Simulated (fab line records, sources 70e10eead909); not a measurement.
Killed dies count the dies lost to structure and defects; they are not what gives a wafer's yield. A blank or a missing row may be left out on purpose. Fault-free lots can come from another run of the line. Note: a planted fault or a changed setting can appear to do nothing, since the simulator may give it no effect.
Chamber matching ; flow nand_harc ; NHARC_A_WL_FILL_ETCHBACK_26 on rie_si-05 has 4 sister chambers
The step etches the open film in HBr, target depth 52 nm, time 13.3 s. 14 wafers are shown with their chamber, then 7 later ones without.

== WAFERS PAIRED WITH THEIR CHAMBERS ==
wafer;chamber;drypump_motor_current_A (A);oes_product_au (a.u.);throttle_valve_pct (%)
L077.1;3;6.0;0.994;23.269
L077.2;1;5.4;1.006;23.257
L077.4;0;6.5;0.997;23.263
L079.1;2;5.7;0.991;23.259
L079.3;1;5.4;1.005;23.265
L079.5;0;6.5;1.005;23.272
L088.2;0;6.5;1.002;23.264
L088.3;2;5.6;0.989;23.262
L088.4;1;5.4;1.015;23.253
L089.4;1;5.3;1.016;23.280
L089.5;1;5.3;1.005;23.253
L089.6;0;6.5;1.011;23.264
L090.2;0;6.5;1.006;23.270
L090.4;3;6.0;1.014;23.271

SIGNATURES (averages over the wafers above)
reading;chamber 0;chamber 1;chamber 2;chamber 3;scatter within a chamber
drypump_motor_current_A;6.500;5.360;5.650;6.000;0.0412
oes_product_au;1.00420;1.00940;0.99000;1.00400;0.00659
throttle_valve_pct;23.26660;23.26160;23.26050;23.27000;0.0077
Rule: for each reading, subtract the chamber's mean from the wafer's reading, divide by that reading's scatter and square the result; add these up over the readings and take the root, which gives the wafer's distance from the chamber. If the next closest chamber is less than 2 further off than the closest, the wafer can't be placed; otherwise it belongs to the closest. How the scatter is found: for the shown wafers, subtract from each reading the mean of its chamber, square and add these, divide the total by (wafers less chambers), then take the root.

== WAFERS MISSING THEIR CHAMBER ==
wafer;drypump_motor_current_A (A);oes_product_au (a.u.);throttle_valve_pct (%)
L090.6;5.4;1.006;23.258
L097.1;5.6;0.992;23.272
L097.2;6.0;1.014;23.251
L097.5;5.6;0.993;23.282
L096.3;5.3;1.011;23.279
L096.4;6.0;1.008;23.272
L096.5;5.3;1.018;23.244

== WHICH CHAMBER EACH WENT THROUGH ==
wafer;from the rows above;in truth
L090.6;1;1
L097.1;2;2
L097.2;3;3
L097.5;2;2
L096.3;1;1
L096.4;3;3
L096.5;1;1
Placed correctly: 7 of 7. Left unplaced by these rows: 0. Wrongly placed: 0.
